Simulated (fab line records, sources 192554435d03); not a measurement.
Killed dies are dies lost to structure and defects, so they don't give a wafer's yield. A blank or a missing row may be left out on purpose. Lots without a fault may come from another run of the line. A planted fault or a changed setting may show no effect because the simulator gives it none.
A struck lot beside a sound one | flow n5_finfet | 14 steps out of a route of 1938
Sound: wafers L937.3, L937.4, L937.5. Struck: wafer L946.6. (L946.2 of the same lot was not struck and is left out.) The cause comes at the end.
At each step with rows: each side's tool, then ch and its chambers, then its first start. Under that, the readings that differ: sound wafers | struck wafers | difference of the means | sigmas: that difference in standard deviations of wafers without a fault.
alike: readings whose means differ by less than 2 such deviations, and words and numbers that are the same on both sides. not compared: withheld readings, readings that some wafer has no value for, bounds like >300 that may hide the same value, and numbers for which the record gives no deviation and whose values overlap.
The two part at a step that has a row with sigmas, a row that says differs or no value, or rows on one side only. Numbers that don't overlap but have no deviation are shown without sigmas and don't part them. A reading that every wafer of one side lacks parts them only if that side has two wafers or more.

first, 8 steps without rows for these wafers: N5_PASSIVATION_HMDS_37 (time 60 s); N5_PASSIVATION_COAT_38; N5_PASSIVATION_EBR_40; N5_PASSIVATION_SOFTBAKE_39 (time 120 s); N5_PASSIVATION_EXPOSE_41 (exposes mask PASS OPEN, defocus 0 nm, target cd 40000 nm); N5_PASSIVATION_PEB_42; N5_PASSIVATION_DEVELOP_43 (develop time 60 s); N5_PASSIVATION_HARDBAKE_45 (time 120 s).
N5_PASSIVATION_CD_MEAS_44: target cd 40000 nm.
  sound on cd_sem-01 ch 0, day 13 08:17; struck on cd_sem-03 ch 0, day 15 19:58
  alike: cd_nm
N5_PASSIVATION_OVL_MEAS_66:
  sound on overlay-02 ch 0, day 13 08:19; struck on overlay-01 ch 0, day 15 20:00
  alike: PASS_OPEN_OVL
N5_PASSIVATION_INSPECT_67: inspects for defects (macro).
  sound on defect_inspect-01, day 13 08:21; struck on defect_inspect-02, day 15 20:02
  alike: raw_defect_count
N5_PASSIVATION_DESCUM_46: chemistry O2, time 7.9 s.
  sound on rie_diel-05 ch 0,2,3, day 13 08:25; struck on rie_diel-05 ch 2, day 15 20:23
  reading                | sound             | struck | difference | sigmas
  oes_product_au (a.u.)  | 0.68 0.82 0.68    | 0.97   | +0.24      | +3
  throttle_valve_pct (%) | 20.00 20.35 20.49 | 19.65  | -0.63      | -3
  alike: drypump_motor_current_A, rf_vpp_V, showerhead_plenum_p_Torr
  not compared: rf_hours_counter_h
N5_PASSIVATION_PASS_ETCH_47: etches SiNx in CF4/O2, target depth 770 nm, time 385 s.
  sound on rie_diel-05 ch 0,2,3, day 13 08:28; struck on rie_diel-05 ch 2, day 15 20:26
  reading                  | sound             | struck | difference | sigmas
  oes_product_au (a.u.)    | 0.67 0.81 0.68    | 0.91   | +0.19      | +2
  throttle_valve_pct (%)   | 15.66 15.83 15.92 | 15.21  | -0.59      | -3
  model.etch.depth_nm (nm) | 758.9 762 751.1   | 551.3  | -206.0     |
  alike: O2_flow_sccm, drypump_motor_current_A, rf_vpp_V, showerhead_plenum_p_Torr
  not compared: rf_hours_counter_h
N5_PASSIVATION_ETCH_54: etches SiO2 in CHF3/O2, target depth 880 nm, time 440 s.
  sound on rie_diel-05 ch 0,2,3, day 13 08:41; struck on rie_diel-05 ch 2, day 15 20:40
  reading                | sound             | struck | difference | sigmas
  throttle_valve_pct (%) | 18.54 18.59 18.74 | 18.16  | -0.46      | -2
  alike: O2_flow_sccm, drypump_motor_current_A, oes_product_au, rf_vpp_V, showerhead_plenum_p_Torr
  not compared: rf_hours_counter_h

WHERE THEY PART
First at N5_PASSIVATION_DESCUM_46; last, within this record, at N5_PASSIVATION_ETCH_54.

WHY: what the simulator had put in
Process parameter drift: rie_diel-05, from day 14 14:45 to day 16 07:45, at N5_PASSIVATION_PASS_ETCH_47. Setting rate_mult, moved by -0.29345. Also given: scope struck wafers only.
